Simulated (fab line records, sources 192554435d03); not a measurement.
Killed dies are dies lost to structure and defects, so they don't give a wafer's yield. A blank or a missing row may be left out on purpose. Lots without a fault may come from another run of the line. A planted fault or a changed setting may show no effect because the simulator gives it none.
A struck lot beside a sound one | flow n5_finfet | 18 steps out of a route of 1938
Sound: wafers L852.3, L852.4, L852.6. Struck: wafer L869.1. (L869.3 of the same lot was not struck and is left out.) The cause comes at the end.
At each step with rows: each side's tool, then ch and its chambers, then its first start. Under that, the readings that differ: sound wafers | struck wafers | difference of the means | sigmas: that difference in standard deviations of wafers without a fault.
alike: readings whose means differ by less than 2 such deviations, and words and numbers that are the same on both sides. not compared: withheld readings, readings that some wafer has no value for, bounds like >300 that may hide the same value, and numbers for which the record gives no deviation and whose values overlap.
The two part at a step that has a row with sigmas, a row that says differs or no value, or rows on one side only. Numbers that don't overlap but have no deviation are shown without sigmas and don't part them. A reading that every wafer of one side lacks parts them only if that side has two wafers or more.

N5_BEOL_M3_INSPECT_30: inspects for defects (brightfield).
  sound on defect_inspect-02, day 10 13:10; struck on defect_inspect-02, day 13 19:49
  alike: raw_defect_count
N5_BEOL_M3_DESCUM_33: chemistry O2, time 7 s.
  sound on rie_diel-01 ch 0,1,2, day 10 13:13; struck on rie_diel-06 ch 2, day 13 19:52
  alike: drypump_motor_current_A, oes_product_au, rf_vpp_V, showerhead_plenum_p_Torr, throttle_valve_pct
  not compared: rf_hours_counter_h
then, 3 steps without rows for these wafers: N5_BEOL_M3_ETCH_77 (etches underlayer in N2/H2, target depth 6.5 nm, time 5.2 s); N5_BEOL_M3_ETCH_69 (etches SiARC in CF4, target depth 15.6 nm, time 26 s); N5_BEOL_M3_ALD_98 (deposits SiO2, target thk 2.5 nm, pulse time 1 s, co reactant pulse time 1 s).
N5_BEOL_M3_ETCHBACK_99: etches SiO2 in CHF3, target depth 5 nm, time 10.4 s.
  sound on rie_diel-06 ch 0,3, day 10 13:55; struck on rie_diel-01 ch 1, day 14 04:18
  alike: drypump_motor_current_A, oes_product_au, rf_vpp_V, showerhead_plenum_p_Torr, throttle_valve_pct
  not compared: rf_hours_counter_h
N5_BEOL_M3_ETCH_70: etches SOC in N2/H2, target depth 80 nm, overetch 16 nm, time 120 s.
  sound on rie_diel-06 ch 0,3, day 10 13:58; struck on rie_diel-01 ch 1, day 14 04:20
  alike: drypump_motor_current_A, oes_product_au, rf_vpp_V, showerhead_plenum_p_Torr, throttle_valve_pct
  not compared: rf_hours_counter_h
then, 4 steps without rows for these wafers: N5_BEOL_M3_STRIP_71 (strips in N2/H2); N5_BEOL_M3_STRIP_78 (strips in N2/H2); N5_BEOL_M3_VIA_ETCH_34 (etches the open film in C4F6/O2, target depth 69.4 nm, time 65.9 s); N5_BEOL_M3_STRIP_83 (strips in C4F6/O2).
N5_BEOL_M3_STRIP_36: strips in N2/H2.
  sound on rie_diel-06 ch 0,3, day 10 14:07; struck on rie_diel-01 ch 1, day 14 04:30
  reading      | sound          | struck | difference | sigmas
  rf_vpp_V (V) | 62.0 61.5 60.4 | 58.1   | -3.2       | -2
  alike: drypump_motor_current_A, oes_product_au, showerhead_plenum_p_Torr, throttle_valve_pct
  not compared: rf_hours_counter_h
N5_BEOL_M3_TRENCH_ETCH_37: etches SiOC in C4F6/O2, target depth 55.555 nm, time 29.2 s.
  sound on rie_diel-06 ch 0,3, day 10 14:10; struck on rie_diel-01 ch 1, day 14 04:32
  reading                                    | sound            | struck | difference | sigmas
  model.etch.depth_nm (nm)                   | 54.7 54.87 54.42 | 45.76  | -8.90      |
  model.BEOL_M3.feature_depth_nm (nm)        | 54.8 54.8 54.4   | 45.8   | -8.9       |
  model.TiN_of_BEOL_M3_HM_DEP_02.thk_nm (nm) | 17.8 17.6 17.6   | 18.2   | +0.5       |
  alike: drypump_motor_current_A, oes_product_au, rf_vpp_V, showerhead_plenum_p_Torr, throttle_valve_pct
  not compared: rf_hours_counter_h
N5_BEOL_M3_ETCH_41: etches SiCN in CH3F/O2, target depth 29.9 nm, time 52.5 s.
  sound on rie_diel-06 ch 0,3; struck on rie_diel-01 ch 1
  alike: drypump_motor_current_A, oes_product_au, rf_vpp_V, showerhead_plenum_p_Torr, throttle_valve_pct
  not compared: rf_hours_counter_h
then, 1 step without rows for these wafers: N5_BEOL_M3_STRIP_97 (strips in N2/H2, time 10 s).
N5_BEOL_M3_OCD_MEAS_38:
  sound on ocd-02, day 10 14:19; struck on ocd-01, day 14 04:41
  reading              | sound          | struck | difference | sigmas
  trench_depth_nm (nm) | 54.5 55.0 54.7 | 45.6   | -9.1       | -11
then, 1 step without rows for these wafers: N5_BEOL_M3_HM_STRIP_39 (strips TiN in peroxide tin strip, target depth 25 nm, time 158 s).
N5_BEOL_M4_RC_MEAS_101:
  sound on prober-02 ch 0, day 12 02:07; struck on prober-01 ch 0, day 15 11:43
  alike: DIBL_N, DIBL_P, IOFF_N, IOFF_P, ION_N, ION_P, SS_N, SS_P, VT_N, VT_P

WHERE THEY PART
First at N5_BEOL_M3_STRIP_36; last, within this record, at N5_BEOL_M3_OCD_MEAS_38. Later steps at which nothing parts them and some readings are alike: N5_BEOL_M4_RC_MEAS_101.

WHY: what the simulator had put in
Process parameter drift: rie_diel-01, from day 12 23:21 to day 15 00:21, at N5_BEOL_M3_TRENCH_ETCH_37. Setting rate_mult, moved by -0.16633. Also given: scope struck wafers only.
